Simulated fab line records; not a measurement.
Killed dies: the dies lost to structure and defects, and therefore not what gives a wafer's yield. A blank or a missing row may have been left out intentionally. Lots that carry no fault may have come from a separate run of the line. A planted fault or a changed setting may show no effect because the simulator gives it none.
fab line records	flow nand_harc	part 1 of 2: steps 1 to 4 of 6
[record] lots = 24	wafers = 72	last_day = 33
route steps=1302 shown A_CHANNEL_FILL_D2@629 A_STAIRCASE@671
lots untouched by any fault: they come from a run of this same line in which no faults occurred
start_h: the number of hours between the record's first day and the start of the first shown wafer of the lot	wait_h: hours from the lot's prior step to this one	" repeats the value in the row above	L1.1+2: one row covering several wafers at once	- either no value or no given start	* or withheld: withheld	< > ~ a bound
route shown NAME@n: a module of which the file shows steps, and the number in the route of the first	usual: mean and standard deviation over wafers with no fault	same: alike in all rows	chamber/n: place in a boat	sites: per-site readings	_std_site: the standard deviation of these	_edge_site: outer sites' mean less inner sites'	radius_mm: how far each site lies from the wafer's centre	mask NAME#n: copy n	behind: the most recent tool/chamber to have shaped the wafer	hold: why the lot went on hold/how many hours it stayed there/how the hold came to an end	device: names the non-switching transistor (n, p or np)	end of line: the route-end tests of the same wafers	where a step has no rows: the recipe by itself	killed: the dies lost at the first sort to structure and to defects; this is not the yield of the wafer	map: dies across one wafer; x = killed, . = not, _ = none there
set.NAME: setting as actually run; set.NAME@STEP: the setting as run at that earlier step	model.NAME: the simulator's own value behind a step, which no gauge read
the route's steps for a sample of lots (tables are steps, rows are wafers)
services: a tool's chamber out of use, with start hour (start_h, from the record's first day; less than 0 if before it), hours out, and reason
[[steps]]
[step NHARC_A_CHANNEL_FILL_D2_STRIP_29]
[recipe] time_s = 20	o2_flow_sccm = 500	ar_flow_sccm = 0	bias_w = 0	chemistry = O2
[usual] drypump_motor_current_A = 5.6/0.45	oes_product_au = 1.000/0.0082	rf_vpp_V = 57.9/0.86	showerhead_plenum_p_Torr = 3.56/0.14	throttle_valve_pct = 17.036/0.0094
[same] bias_w = 0
lot.wafer	tool	chamber	start_h	wait_h	drypump_motor_current_A	oes_product_au	rf_hours_counter_h	rf_vpp_V	showerhead_plenum_p_Torr	throttle_valve_pct
L074.2	rie_diel-06	2	-	-	5.5	0.994	0.6	58.3	3.32	17.031
L074.1	"	0	"	"	6.2	1.002	0.4	58.1	3.73	17.049
L074.4	"	1	"	"	5.9	1.003	0.6	56.9	3.57	17.070
L075.3	rie_diel-06	0	-	-	6.2	0.992	1.1	57.2	3.73	17.039
L075.1	"	1	"	"	5.9	0.982	1.1	58.1	3.57	17.034
L075.6	"	2	"	"	5.5	0.985	-	55.9	3.32	17.049
L077.4	rie_diel-06	2	-	-	5.5	0.988	1.3	58.1	3.32	17.033
L077.5	"	1	"	"	6.0	1.001	-	57.7	3.57	17.053
L077.6	"	2	"	"	5.5	0.994	-	57.4	3.32	17.026
L076.1	rie_diel-07	1	367.66	0.1	5.4	1.001	11.7	56.4	3.44	17.058
L076.5	"	1	"	"	5.4	0.995	-	57.6	3.44	17.037
L076.4	"	0	"	"	5.9	1.007	-	56.4	3.39	17.037
L078.2	rie_diel-13	2	-	-	5.1	1.012	1.1	58.7	3.46	17.010
L078.1	"	0	"	"	6.0	1.007	1.1	59.6	3.59	17.030
L078.6	"	1	"	"	5.4	1.019	-	58.5	3.75	17.037
L080.2	rie_diel-13	3	390.55	0.1	5.8	1.001	1.5	59.5	3.74	17.051
L080.3	"	1	"	"	5.4	0.991	1.4	57.5	3.75	17.030
L080.5	"	3	"	"	5.8	0.984	-	58.1	3.74	17.030
L079.1	rie_diel-06	1	-	-	5.9	1.007	2.2	58.7	3.57	17.035
L079.4	"	3	"	"	4.6	1.004	1.9	57.0	3.54	17.022
L079.6	"	1	"	"	6.0	1.003	-	58.1	3.57	17.037
L081.2	rie_diel-06	1	-	-	5.9	0.995	2.7	57.5	3.57	17.020
L081.4	"	2	"	"	5.5	0.990	2.4	58.1	3.32	17.035
L081.3	"	3	"	"	4.6	0.998	2.1	59.1	3.54	17.027
L082.3	rie_diel-06	0	-	-	6.1	1.001	2.5	58.0	3.72	17.028
L082.4	"	2	"	"	5.5	0.992	2.5	57.3	3.31	17.031
L082.5	"	0	"	"	6.2	0.999	-	57.9	3.72	17.033
L083.3	rie_diel-06	2	-	-	5.5	0.986	2.6	57.1	3.32	17.030
L083.4	"	3	"	"	4.6	0.986	2.3	58.4	3.54	17.057
L083.6	"	3	"	"	4.6	0.994	-	59.6	3.54	17.040
L085.3	rie_diel-13	3	-	-	5.8	1.003	2.3	58.5	3.74	17.040
L085.4	"	0	"	"	6.0	0.997	1.6	56.4	3.59	17.033
L085.1	"	2	"	"	5.1	1.013	2.4	58.9	3.46	17.018
L084.1	rie_diel-06	1	-	-	6.0	1.004	2.9	56.3	3.57	17.031
L084.5	"	1	"	"	6.0	0.994	-	58.0	3.57	17.032
L084.6	"	2	"	"	5.5	0.989	-	56.6	3.31	17.050
L086.2	rie_diel-06	3	-	-	4.6	0.995	2.5	59.0	3.54	17.049
L086.5	"	1	"	"	6.0	0.996	-	56.4	3.57	17.031
L086.6	"	2	"	"	5.5	0.984	-	57.6	3.32	17.039
L087.2	rie_diel-13	2	-	-	5.1	0.993	2.5	57.3	3.46	17.041
L087.1	"	0	"	"	6.0	1.001	1.8	57.4	3.59	17.041
L087.6	"	1	"	"	5.4	0.995	-	58.7	3.75	17.041
L088.1	rie_diel-07	1	-	-	5.4	0.999	1.3	57.5	3.43	17.020
L088.4	"	2	"	"	5.3	0.998	1.5	58.5	3.54	17.028
L088.5	"	2	"	"	5.3	1.002	-	57.4	3.54	17.034
L089.1	rie_diel-13	1	-	-	5.4	0.994	4.2	58.9	3.75	17.039
L089.2	"	2	"	"	5.1	1.007	4.3	57.8	3.46	17.033
L089.6	"	1	"	"	5.4	0.989	-	59.1	3.75	17.032
L090.1	rie_diel-13	0	-	-	6.0	0.998	4.2	57.3	3.59	17.033
L090.4	"	2	"	"	5.1	1.013	4.6	58.8	3.46	17.039
L090.6	"	1	"	"	5.4	0.997	-	58.6	3.75	17.031
L091.1	rie_diel-07	1	-	-	5.4	1.006	1.8	57.5	3.43	17.027
L091.4	"	2	"	"	5.3	1.020	2.1	57.2	3.54	17.035
L091.2	"	3	"	"	5.3	1.002	2.4	57.8	3.51	17.044
L092.2	rie_diel-06	1	-	-	6.0	1.000	1.1	57.1	3.57	17.046
L092.4	"	2	"	"	5.5	1.000	1.1	58.3	3.31	17.042
L092.6	"	1	"	"	5.9	1.007	-	59.3	3.57	17.037
L093.1	rie_diel-06	1	-	-	6.0	1.009	1.5	58.5	3.57	17.045
L093.2	"	2	"	"	5.5	1.012	1.6	57.6	3.31	17.040
L093.5	"	0	"	"	6.2	0.993	-	60.0	3.72	17.034
L094.4	rie_diel-13	0	-	-	6.0	1.010	0.5	58.0	3.59	17.051
L094.1	"	1	"	"	5.4	1.000	0.4	58.3	3.75	17.021
L094.5	"	0	"	"	6.0	1.000	-	59.1	3.59	17.042
L095.2	rie_diel-13	0	555.06	0.1	6.0	1.003	1.0	58.8	3.58	17.025
L095.4	"	0	"	"	6.0	1.009	-	56.9	3.58	17.028
L095.5	"	2	"	"	5.1	0.999	-	57.6	3.46	17.018
L097.4	rie_diel-06	1	-	-	5.9	1.004	2.2	58.2	3.57	17.055
L097.2	"	3	"	"	4.6	1.014	2.0	57.4	3.54	17.033
L097.6	"	1	"	"	6.0	1.009	-	57.6	3.57	17.045
L096.2	rie_diel-13	1	559.41	0.1	5.4	1.004	1.1	58.0	3.75	17.026
L096.4	"	0	"	"	6.0	1.023	-	59.5	3.58	17.052
L096.6	"	1	"	"	5.4	1.006	-	56.9	3.75	17.030
[step NHARC_A_STAIRCASE_ETCH_15]
[recipe] target_depth_a = 1000	time_s = 40.5	ion_energy_ev = 400	c4f8_flow_sccm = 20	o2_flow_sccm = 10	ar_flow_sccm = withheld	rf_w = 600	bias_w = 1000	chemistry = C4F8/O2
[usual] bias_w = 1000/3	oes_product_au = 0.942/0.014	rf_vpp_V = 895/5.8
lot.wafer	tool	chamber	start_h	wait_h	bias_w	oes_product_au	rf_hours_counter_h	rf_vpp_V
L074.2	rie_diel-01	1	-	-	1002	0.938	45	889
L074.4	"	2	"	"	998	0.935	41	898
L074.1	"	3	"	"	1001	0.946	41	890
L075.1	rie_diel-09	3	-	-	996	0.979	14	900
L075.3	"	1	"	"	997	0.954	12	900
L075.6	"	3	"	"	1000	0.977	-	902
L076.1	rie_diel-01	3	-	-	996	0.938	53	891
L076.4	"	2	"	"	1003	0.936	-	899
L076.5	"	3	"	"	1006	0.948	-	889
L077.4	rie_diel-09	1	-	-	1003	0.946	16	901
L077.5	"	3	"	"	994	0.957	-	901
L077.6	"	0	"	"	1002	0.939	-	894
L078.1	rie_diel-04	0	-	-	1001	0.950	11	895
L078.2	"	1	"	"	1002	0.937	8	899
L078.6	"	3	"	"	999	0.944	-	906
L079.4	rie_diel-09	0	-	-	1002	0.940	29	893
L079.1	"	1	"	"	1003	0.951	24	901
L079.6	"	0	"	"	998	0.937	-	894
L080.2	rie_diel-01	3	-	-	998	0.933	3	889
L080.3	"	0	"	"	1003	0.939	3	885
L080.5	"	1	"	"	992	0.927	-	889
L081.4	rie_diel-01	2	-	-	1002	0.931	10	899
L081.2	"	3	"	"	1004	0.943	10	888
L081.3	"	1	"	"	999	0.943	11	887
L082.3	rie_diel-04	3	-	-	1001	0.942	23	906
L082.4	"	3	"	"	1001	0.943	-	905
L082.5	"	0	"	"	1000	0.947	-	894
L083.3	rie_diel-01	2	-	-	997	0.926	13	898
L083.4	"	1	"	"	1003	0.911	14	888
L083.6	"	2	"	"	992	0.912	-	898
L085.3	rie_diel-09	0	-	-	1000	0.947	45	894
L085.4	"	2	"	"	999	0.948	37	892
L085.1	"	3	"	"	1002	0.950	49	900
L084.1	rie_diel-01	0	-	-	999	0.951	25	888
L084.6	"	2	"	"	1000	0.954	-	899
L084.5	"	3	"	"	1001	0.948	-	891
L086.2	rie_diel-01	1	-	-	999	0.944	26	888
L086.5	"	3	"	"	1003	0.931	-	889
L086.6	"	0	"	"	1002	0.931	-	886
L087.1	rie_diel-09	1	-	-	1004	0.939	44	900
L087.2	"	2	"	"	1002	0.950	41	890
L087.6	"	1	"	"	1001	0.943	-	899
L089.2	rie_diel-01	0	-	-	1002	0.943	44	887
L089.1	"	2	"	"	1000	0.950	39	897
L089.6	"	0	"	"	1005	0.947	-	887
L088.4	rie_diel-04	3	-	-	1003	0.940	50	906
L088.1	"	0	"	"	1000	0.930	49	894
L088.5	"	0	"	"	1001	0.940	-	893
L090.1	rie_diel-01	0	-	-	996	0.934	46	887
L090.4	"	2	"	"	1003	0.925	42	898
L090.6	"	0	"	"	991	0.933	-	888
L091.1	rie_diel-09	0	-	-	999	0.939	3	893
L091.2	"	1	"	"	997	1.008	1	901
L091.4	"	1	"	"	997	1.005	-	901
L092.4	rie_diel-04	2	-	-	997	0.947	52	897
L092.2	"	3	"	"	997	0.945	56	904
L092.6	"	1	"	"	1002	0.940	-	899
L094.1	rie_diel-09	2	-	-	994	0.949	3	892
L094.4	"	3	"	"	1000	0.947	20	901
L094.5	"	1	"	"	996	0.941	-	901
L093.1	rie_diel-09	2	-	-	995	0.946	3	892
L093.2	"	1	"	"	999	0.932	18	900
L093.5	"	2	"	"	998	0.932	-	890
L095.2	rie_diel-09	3	-	-	1002	0.946	23	899
L095.5	"	1	"	"	1002	0.955	-	901
L095.4	"	3	"	"	1001	0.940	-	899
L096.2	rie_diel-01	0	-	-	1001	0.929	1	907
L096.4	"	1	"	"	998	0.950	1	887
L096.6	"	0	"	"	1006	0.931	-	905
L097.2	rie_diel-04	1	-	-	1003	0.914	6	897
L097.6	"	1	"	"	1002	0.924	-	899
L097.4	"	3	"	"	1001	0.929	-	905
[step NHARC_A_STAIRCASE_ETCH_17]
[recipe] target_depth_a = 1000	time_s = 40.5	ion_energy_ev = 400	c4f8_flow_sccm = 20	o2_flow_sccm = 10	ar_flow_sccm = withheld	rf_w = 600	bias_w = 1000	chemistry = C4F8/O2
[usual] bias_w = 1000.1/2.9	oes_product_au = 0.943/0.011	rf_vpp_V = 895/5.6
lot.wafer	tool	chamber	start_h	wait_h	bias_w	oes_product_au	rf_hours_counter_h	rf_vpp_V
L074.4	rie_diel-01	0	-	-	996.1	0.931	45	887
L074.1	"	1	"	"	997.0	0.957	45	888
L074.2	"	2	"	"	999.3	0.941	41	900
L075.1	rie_diel-09	3	-	-	1000.2	0.963	14	901
L075.3	"	0	"	"	996.5	0.932	14	894
L075.6	"	2	"	"	996.5	0.955	-	892
L076.1	rie_diel-01	2	-	-	1001.6	0.944	54	900
L076.5	"	2	"	"	1004.1	0.940	-	900
L076.4	"	3	"	"	1003.8	0.937	-	889
L077.4	rie_diel-09	1	-	-	996.3	0.964	16	903
L077.5	"	1	"	"	1001.4	0.957	-	901
L077.6	"	2	"	"	1001.4	0.951	-	891
L078.2	rie_diel-04	3	-	-	998.8	0.944	12	906
L078.1	"	2	"	"	995.6	0.955	10	898
L078.6	"	0	"	"	997.1	0.940	-	893
L079.1	rie_diel-09	1	-	-	1005.8	0.966	24	901
L079.4	"	2	"	"	993.8	0.954	24	892
L079.6	"	2	"	"	997.7	0.940	-	890
L080.2	rie_diel-01	1	-	-	999.9	0.920	4	889
L080.3	"	3	"	"	998.2	0.922	3	891
L080.5	"	1	"	"	1002.6	0.931	-	889
L081.3	rie_diel-01	1	-	-	998.3	0.938	11	888
L081.4	"	2	"	"	996.8	0.945	10	899
L081.2	"	3	"	"	998.8	0.955	10	889
L082.3	rie_diel-04	3	-	-	1004.5	0.945	23	904
L082.4	"	3	"	"	999.3	0.935	-	907
L082.5	"	0	"	"	1002.5	0.933	-	892
L083.3	rie_diel-01	0	-	-	998.8	0.935	16	888
L083.4	"	3	"	"	999.3	0.934	15	888
L083.6	"	1	"	"	1000.9	0.927	-	888
L085.3	rie_diel-09	2	-	-	1002.0	0.949	38	891
L085.1	"	3	"	"	1004.1	0.953	49	900
L085.4	"	0	"	"	996.5	0.962	46	894
L084.1	rie_diel-01	2	-	-	1000.4	0.948	22	899
L084.5	"	1	"	"	1000.2	0.937	-	888
L084.6	"	2	"	"	998.5	0.952	-	898
L086.2	rie_diel-01	2	-	-	996.6	0.950	24	897
L086.5	"	3	"	"	1007.8	0.939	-	889
L086.6	"	0	"	"	1000.9	0.936	-	888
L087.1	rie_diel-09	1	-	-	1003.4	0.957	44	900
L087.2	"	2	"	"	999.6	0.956	41	891
L087.6	"	0	"	"	998.5	0.950	-	894
L089.2	rie_diel-01	1	-	-	999.2	0.937	46	885
L089.1	"	3	"	"	1003.8	0.943	37	890
L089.6	"	1	"	"	999.9	0.951	-	887
L088.1	rie_diel-04	1	-	-	1003.6	0.934	43	897
L088.4	"	0	"	"	995.4	0.943	49	894
L088.5	"	1	"	"	1002.1	0.933	-	898
L090.1	rie_diel-01	2	-	-	999.7	0.929	42	898
L090.4	"	0	"	"	997.1	0.930	47	887
L090.6	"	2	"	"	999.1	0.932	-	898
L091.1	rie_diel-09	3	-	-	998.5	0.956	3	899
L091.2	"	0	"	"	998.5	0.949	3	894
L091.4	"	1	"	"	1005.7	0.971	-	901
L092.2	rie_diel-04	2	-	-	1000.0	0.938	52	897
L092.4	"	3	"	"	1005.2	0.935	56	906
L092.6	"	0	"	"	997.3	0.943	-	893
L094.1	rie_diel-09	1	-	-	1005.1	0.946	18	901
L094.4	"	2	"	"	1001.5	0.948	3	891
L094.5	"	1	"	"	999.4	0.945	-	899
L093.2	rie_diel-09	1	-	-	996.3	0.950	18	901
L093.1	"	2	"	"	1003.2	0.946	3	891
L093.5	"	3	"	"	1005.8	0.945	-	901
L095.2	rie_diel-09	0	-	-	1006.3	0.937	23	893
L095.4	"	3	"	"	998.1	0.945	-	900
L095.5	"	1	"	"	1005.2	0.943	-	901
L096.2	rie_diel-01	2	-	-	1001.5	0.943	1	898
L096.4	"	0	"	"	997.4	0.944	1	905
L096.6	"	3	"	"	1001.8	0.954	-	888
L097.2	rie_diel-04	3	-	-	999.4	0.935	10	904
L097.4	"	1	"	"	993.4	0.916	-	898
L097.6	"	3	"	"	998.1	0.929	-	904
[step NHARC_A_STAIRCASE_ETCH_19]
[recipe] target_depth_a = 1000	time_s = 40.5	ion_energy_ev = 400	c4f8_flow_sccm = 20	o2_flow_sccm = 10	ar_flow_sccm = withheld	rf_w = 600	bias_w = 1000	chemistry = C4F8/O2
[usual] bias_w = 1000.4/3	oes_product_au = 0.943/0.01	rf_vpp_V = 895/5.7
lot.wafer	tool	chamber	start_h	wait_h	bias_w	oes_product_au	rf_hours_counter_h	rf_vpp_V
L074.1	rie_diel-01	2	-	-	1000.1	0.928	41	900
L074.4	"	0	"	"	1002.0	0.936	45	886
L074.2	"	1	"	"	1000.2	0.935	45	888
L075.1	rie_diel-09	0	-	-	998.7	0.944	14	894
L075.3	"	2	"	"	995.4	0.951	12	893
L075.6	"	3	"	"	1000.0	0.972	-	900
L076.1	rie_diel-01	3	-	-	1002.8	0.948	54	890
L076.5	"	3	"	"	1003.1	0.942	-	890
L076.4	"	0	"	"	998.4	0.946	-	888
L077.4	rie_diel-09	3	-	-	1003.7	0.960	21	902
L077.6	"	2	"	"	1000.5	0.946	-	892
L077.5	"	3	"	"	1001.0	0.943	-	901
L078.2	rie_diel-04	3	-	-	1002.7	0.965	12	905
L078.1	"	0	"	"	1003.5	0.948	11	893
L078.6	"	0	"	"	1002.2	0.945	-	894
L079.1	rie_diel-09	1	-	-	997.1	0.962	24	901
L079.4	"	3	"	"	1001.6	0.949	29	902
L079.6	"	0	"	"	998.4	0.944	-	895
L080.3	rie_diel-01	1	-	-	999.8	0.922	4	888
L080.2	"	2	"	"	1000.9	0.909	5	899
L080.5	"	1	"	"	1001.2	0.924	-	888
L081.4	rie_diel-01	0	-	-	1000.1	0.943	12	887
L081.3	"	1	"	"	997.4	0.946	11	887
L081.2	"	2	"	"	993.6	0.938	10	897
L082.3	rie_diel-04	3	-	-	995.1	0.940	23	906
L082.5	"	2	"	"	1003.0	0.936	-	897
L082.4	"	3	"	"	1000.5	0.941	-	905
L083.3	rie_diel-01	3	-	-	995.4	0.939	15	889
L083.4	"	0	"	"	1004.7	0.943	16	888
L083.6	"	3	"	"	1002.2	0.930	-	889
L085.1	rie_diel-09	3	-	-	997.6	0.940	49	901
L085.4	"	0	"	"	999.8	0.943	46	894
L085.3	"	1	"	"	1003.0	0.954	40	901
L084.1	rie_diel-01	1	-	-	999.7	0.927	25	888
L084.6	"	3	"	"	1003.0	0.942	-	890
L084.5	"	0	"	"	1002.8	0.934	-	887
L086.2	rie_diel-01	3	-	-	999.7	0.942	25	890
L086.5	"	1	"	"	999.0	0.939	-	889
L086.6	"	2	"	"	999.6	0.937	-	898
L087.2	rie_diel-09	1	-	-	998.9	0.948	44	901
L087.1	"	3	"	"	1005.3	0.952	53	899
L087.6	"	2	"	"	998.6	0.953	-	891
L089.1	rie_diel-01	0	-	-	996.1	0.942	44	886
L089.2	"	3	"	"	999.3	0.937	37	889
L089.6	"	1	"	"	1003.0	0.947	-	886
L088.4	rie_diel-04	3	-	-	996.2	0.944	50	905
L088.1	"	2	"	"	995.2	0.951	43	897
L088.5	"	0	"	"	1000.4	0.936	-	893
L090.4	rie_diel-01	3	-	-	1002.7	0.944	40	888
L090.1	"	0	"	"	994.9	0.944	47	886
L090.6	"	2	"	"	999.8	0.929	-	900
L091.1	rie_diel-09	0	-	-	997.6	0.951	3	893
L091.2	"	3	"	"	1001.5	0.947	3	900
L091.4	"	0	"	"	1000.4	0.955	-	894
L092.4	rie_diel-04	1	-	-	1003.4	0.954	53	899
L092.2	"	0	"	"	999.8	0.949	55	892
L092.6	"	2	"	"	996.9	0.941	-	896
L094.4	rie_diel-09	1	-	-	1001.4	0.939	18	899
L094.1	"	3	"	"	1001.1	0.940	20	899
L094.5	"	2	"	"	998.4	0.965	-	891
L093.1	rie_diel-09	1	-	-	997.8	0.951	18	900
L093.2	"	2	"	"	1000.1	0.949	3	891
L093.5	"	0	"	"	1000.4	0.938	-	892
L095.2	rie_diel-09	0	-	-	1007.2	0.940	23	894
L095.5	"	1	"	"	999.1	0.958	-	900
L095.4	"	0	"	"	999.4	0.947	-	892
L096.4	rie_diel-01	1	-	-	1000.6	0.942	1	885
L096.2	"	2	"	"	1001.8	0.944	1	898
L096.6	"	1	"	"	1001.0	0.940	-	887
L097.2	rie_diel-04	1	-	-	1005.8	0.917	8	897
L097.6	"	3	"	"	999.4	0.935	-	904
L097.4	"	0	"	"	1000.8	0.931	-	892
